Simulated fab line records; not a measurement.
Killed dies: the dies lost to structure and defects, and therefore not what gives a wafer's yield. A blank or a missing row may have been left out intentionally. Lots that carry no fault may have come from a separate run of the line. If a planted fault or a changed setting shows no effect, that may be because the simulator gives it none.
8D (eight disciplines) problem report, filled in by code ; flow nand harc ; the parts of the form that need people (team, actions taken, sign-off) are left out

1. WHAT IS WRONG
Wafers without a fault read 213, standard deviation 84; raw defect count at NHARC_P_STI_INSPECT_25 reads a mean of 897 on 3 wafers belonging to 3 lots. Relative to the usual mean, that is a shift of +8.1 standard deviations.
First seen on wafer L220.1, day 5 09:55, on defect inspect-01. Wafers with a number at this step in the record: 36, from 12 lots. The rule behind "out" and "out of limits": a value lying over 4 standard deviations away from the usual mean. All remaining wafers that have a number are taken as sound.

2. WHAT IT IS; WHAT IT IS NOT
question;is;is not
which readings at this step;raw defect count;-
which lots;L220, L221, L222;L217, L219, L229, L230, L232, L234, L235, L237, L240
which wafers of those lots;L220.1, L221.4, L222.1;L220.2, L220.3, L221.5, L221.6, L222.4, L222.6
read on which gauges;defect inspect-01, defect inspect-02;-
when;from day 5 09:55;"up to then (8 sound wafers); but 25 sound wafers of L221, L222, L229, L230, L232, L234, L235, L237, L240 came after"

3. WHAT RULES OUT EACH SUSPECT
Counting: a tool at a process step up to the reading stays a suspect if it ran every lot that is out. Sound lots after the first of them don't rule it out here, since some wafers of a struck lot are sound.
- the gauge at NHARC_P_STI_INSPECT_25 has been ruled out. The wafers that are out were read on 2 gauges (defect inspect-01, defect inspect-02).
- wet bench-06 at NHARC_P_STI_STRIP_24 (strips Si3N4 in H3PO4): kept. It processed each lot that is out (first: L220, day 4 23:52); up to then, its last sound lot is L217 (day 3 17:53).
- In wet bench-06 at NHARC_P_STI_STRIP_24, the wafers that are out were processed in chamber 7 and their sound lot-mates in chambers 0, 1, 4, 6.
Left after counting: wet bench-06 at NHARC_P_STI_STRIP_24.

4. THE CAUSE (what the simulator had put in)
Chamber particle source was wet bench-06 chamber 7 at NHARC_P_STI_STRIP_24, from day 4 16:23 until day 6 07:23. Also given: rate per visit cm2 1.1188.
This tool alone remained once counting was done.

5. THE CHAIN OF EFFECTS, in route order
Each row: a reading whose mean over the struck wafers that have a number lies more than 3 standard deviations from the usual. Readings are gone through only where the record gives a usual standard deviation; hours: the median, over the lots, of the time from a lot's start at the first step in this table giving one to that lot's start at this step; sigmas: the change measured in usual standard deviations.
hours;step;reading;usual;on struck wafers;change;sigmas
0;NHARC_P_STI_INSPECT_25;raw defect count;213;897;+684;+8.1
23;NHARC_P_GATE_INSPECT_28;raw defect count;5.9;738.3;+732.4;+99 or more
42;NHARC_P_GATE_INSPECT_68;raw defect count;200;886;+686;+9.0
492;NHARC_END_SORT_01;killed at periphery;3.6;36.7;+33.1;+16

6. HOW IT WOULD HAVE BEEN CAUGHT EARLIER
In this record the first reading out of limits at a measuring or inspecting step was taken at day 5 09:55, 18 hours after the fault began at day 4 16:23.
An alarm limit of 4 standard deviations would not have fired on the tool readings at NHARC_P_STI_STRIP_24 for which the record gives a usual standard deviation, since none of them was out on any struck wafer.
L222, from the lots that are out (3), started NHARC_P_STI_STRIP_24 on wet bench-06 later than day 5 09:55. It would have been spared by a hold on the tool at that moment.
